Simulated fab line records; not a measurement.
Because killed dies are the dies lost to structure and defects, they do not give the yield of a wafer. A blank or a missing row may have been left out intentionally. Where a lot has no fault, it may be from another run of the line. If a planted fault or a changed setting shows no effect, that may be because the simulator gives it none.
Matching of chambers :: flow nand harc :: NHARC_A_STAIRCASE_ETCH_313 on rie diel-02: 4 sister chambers
The step etches the open film in CF4/CHF3. 24 wafers are shown with their chamber, then 12 later ones without.

## WAFERS, EACH WITH ITS CHAMBER
wafer: L074.4
chamber: 3
showerhead plenum p Torr (Torr): 1.51
rf vpp V (V): 368.4
chf3 flow sccm (sccm): 29.93

wafer: L074.5
chamber: 1
showerhead plenum p Torr (Torr): 1.48
rf vpp V (V): 367.7
chf3 flow sccm (sccm): 30.02

wafer: L074.6
chamber: 0
showerhead plenum p Torr (Torr): 1.54
rf vpp V (V): 368.3
chf3 flow sccm (sccm): 30.10

wafer: L077.1
chamber: 1
showerhead plenum p Torr (Torr): 1.48
rf vpp V (V): 366.7
chf3 flow sccm (sccm): 29.87

wafer: L077.2
chamber: 2
showerhead plenum p Torr (Torr): 1.48
rf vpp V (V): 368.0
chf3 flow sccm (sccm): 30.00

wafer: L077.5
chamber: 1
showerhead plenum p Torr (Torr): 1.48
rf vpp V (V): 366.1
chf3 flow sccm (sccm): 29.93

wafer: L080.2
chamber: 1
showerhead plenum p Torr (Torr): 1.48
rf vpp V (V): 368.0
chf3 flow sccm (sccm): 29.87

wafer: L080.3
chamber: 0
showerhead plenum p Torr (Torr): 1.54
rf vpp V (V): 370.6
chf3 flow sccm (sccm): 30.07

wafer: L080.6
chamber: 3
showerhead plenum p Torr (Torr): 1.51
rf vpp V (V): 368.8
chf3 flow sccm (sccm): 29.91

wafer: L081.2
chamber: 3
showerhead plenum p Torr (Torr): 1.50
rf vpp V (V): 367.4
chf3 flow sccm (sccm): 29.90

wafer: L081.3
chamber: 1
showerhead plenum p Torr (Torr): 1.48
rf vpp V (V): 367.1
chf3 flow sccm (sccm): 29.85

wafer: L081.4
chamber: 0
showerhead plenum p Torr (Torr): 1.54
rf vpp V (V): 369.8
chf3 flow sccm (sccm): 29.93

wafer: L084.3
chamber: 3
showerhead plenum p Torr (Torr): 1.50
rf vpp V (V): 367.3
chf3 flow sccm (sccm): 29.96

wafer: L084.5
chamber: 0
showerhead plenum p Torr (Torr): 1.53
rf vpp V (V): 368.5
chf3 flow sccm (sccm): 30.12

wafer: L084.6
chamber: 1
showerhead plenum p Torr (Torr): 1.48
rf vpp V (V): 368.0
chf3 flow sccm (sccm): 29.96

wafer: L090.1
chamber: 0
showerhead plenum p Torr (Torr): 1.53
rf vpp V (V): 370.1
chf3 flow sccm (sccm): 29.98

wafer: L090.3
chamber: 3
showerhead plenum p Torr (Torr): 1.50
rf vpp V (V): 367.3
chf3 flow sccm (sccm): 30.06

wafer: L090.5
chamber: 0
showerhead plenum p Torr (Torr): 1.53
rf vpp V (V): 369.1
chf3 flow sccm (sccm): 30.11

wafer: L089.1
chamber: 2
showerhead plenum p Torr (Torr): 1.48
rf vpp V (V): 366.1
chf3 flow sccm (sccm): 29.99

wafer: L089.4
chamber: 3
showerhead plenum p Torr (Torr): 1.50
rf vpp V (V): 369.0
chf3 flow sccm (sccm): 30.04

wafer: L089.5
chamber: 3
showerhead plenum p Torr (Torr): 1.50
rf vpp V (V): 369.2
chf3 flow sccm (sccm): 30.05

wafer: L092.2
chamber: 2
showerhead plenum p Torr (Torr): 1.47
rf vpp V (V): 367.0
chf3 flow sccm (sccm): 29.93

wafer: L092.3
chamber: 0
showerhead plenum p Torr (Torr): 1.53
rf vpp V (V): 370.1
chf3 flow sccm (sccm): 29.94

wafer: L092.6
chamber: 3
showerhead plenum p Torr (Torr): 1.50
rf vpp V (V): 367.6
chf3 flow sccm (sccm): 29.94

SIGNATURES (averages over the wafers above)
reading: showerhead plenum p Torr
chamber 0: 1.5343
chamber 1: 1.4800
chamber 2: 1.4767
chamber 3: 1.5025
scatter within a chamber: 0.00441

reading: rf vpp V
chamber 0: 369.500
chamber 1: 367.267
chamber 2: 367.033
chamber 3: 368.125
scatter within a chamber: 0.837

reading: chf3 flow sccm
chamber 0: 30.0357
chamber 1: 29.9167
chamber 2: 29.9733
chamber 3: 29.9737
scatter within a chamber: 0.0693
Rule: for each reading, subtract the chamber's mean from the wafer's reading, divide by that reading's scatter and square the result; add these up over the readings and take the root, which gives the wafer's distance from the chamber. If the next closest chamber is less than 2 further off than the closest, the wafer can't be placed; otherwise it belongs to the closest. The scatter: the root of (the sum of the squares of (reading less its chamber's mean) over the shown wafers, divided by (wafers less chambers)).

## WAFERS WHOSE CHAMBER IS MISSING
wafer: L091.4
showerhead plenum p Torr (Torr): 1.50
rf vpp V (V): 367.4
chf3 flow sccm (sccm): 29.94

wafer: L091.5
showerhead plenum p Torr (Torr): 1.47
rf vpp V (V): 367.0
chf3 flow sccm (sccm): 30.17

wafer: L091.6
showerhead plenum p Torr (Torr): 1.50
rf vpp V (V): 367.0
chf3 flow sccm (sccm): 30.18

wafer: L095.1
showerhead plenum p Torr (Torr): 1.47
rf vpp V (V): 366.2
chf3 flow sccm (sccm): 30.04

wafer: L095.2
showerhead plenum p Torr (Torr): 1.50
rf vpp V (V): 367.0
chf3 flow sccm (sccm): 30.26

wafer: L095.3
showerhead plenum p Torr (Torr): 1.47
rf vpp V (V): 367.2
chf3 flow sccm (sccm): 29.92

wafer: L093.1
showerhead plenum p Torr (Torr): 1.47
rf vpp V (V): 366.6
chf3 flow sccm (sccm): 29.95

wafer: L093.3
showerhead plenum p Torr (Torr): 1.47
rf vpp V (V): 366.1
chf3 flow sccm (sccm): 29.91

wafer: L093.4
showerhead plenum p Torr (Torr): 1.53
rf vpp V (V): 368.2
chf3 flow sccm (sccm): 30.05

wafer: L097.1
showerhead plenum p Torr (Torr): 1.49
rf vpp V (V): 368.2
chf3 flow sccm (sccm): 29.97

wafer: L097.3
showerhead plenum p Torr (Torr): 1.47
rf vpp V (V): 367.2
chf3 flow sccm (sccm): 29.92

wafer: L097.5
showerhead plenum p Torr (Torr): 1.53
rf vpp V (V): 370.2
chf3 flow sccm (sccm): 30.03

## WHICH CHAMBER EACH ONE RAN IN
wafer: L091.4
from the rows above: 3
in truth: 3

wafer: L091.5
from the rows above: can't be placed: 2 or 1
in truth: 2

wafer: L091.6
from the rows above: 3
in truth: 3

wafer: L095.1
from the rows above: can't be placed: 2 or 1
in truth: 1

wafer: L095.2
from the rows above: 3
in truth: 3

wafer: L095.3
from the rows above: can't be placed: 2 or 1
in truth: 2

wafer: L093.1
from the rows above: can't be placed: 2 or 1
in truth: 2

wafer: L093.3
from the rows above: can't be placed: 2 or 1
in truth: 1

wafer: L093.4
from the rows above: 0
in truth: 0

wafer: L097.1
from the rows above: can't be placed: 1 or 3 or 2
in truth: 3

wafer: L097.3
from the rows above: can't be placed: 2 or 1
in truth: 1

wafer: L097.5
from the rows above: 0
in truth: 0
Correct placement for 5 of the 12. From these rows, 7 cannot be placed; in 7 the true chamber is one of the candidates. Placed wrongly: 0.
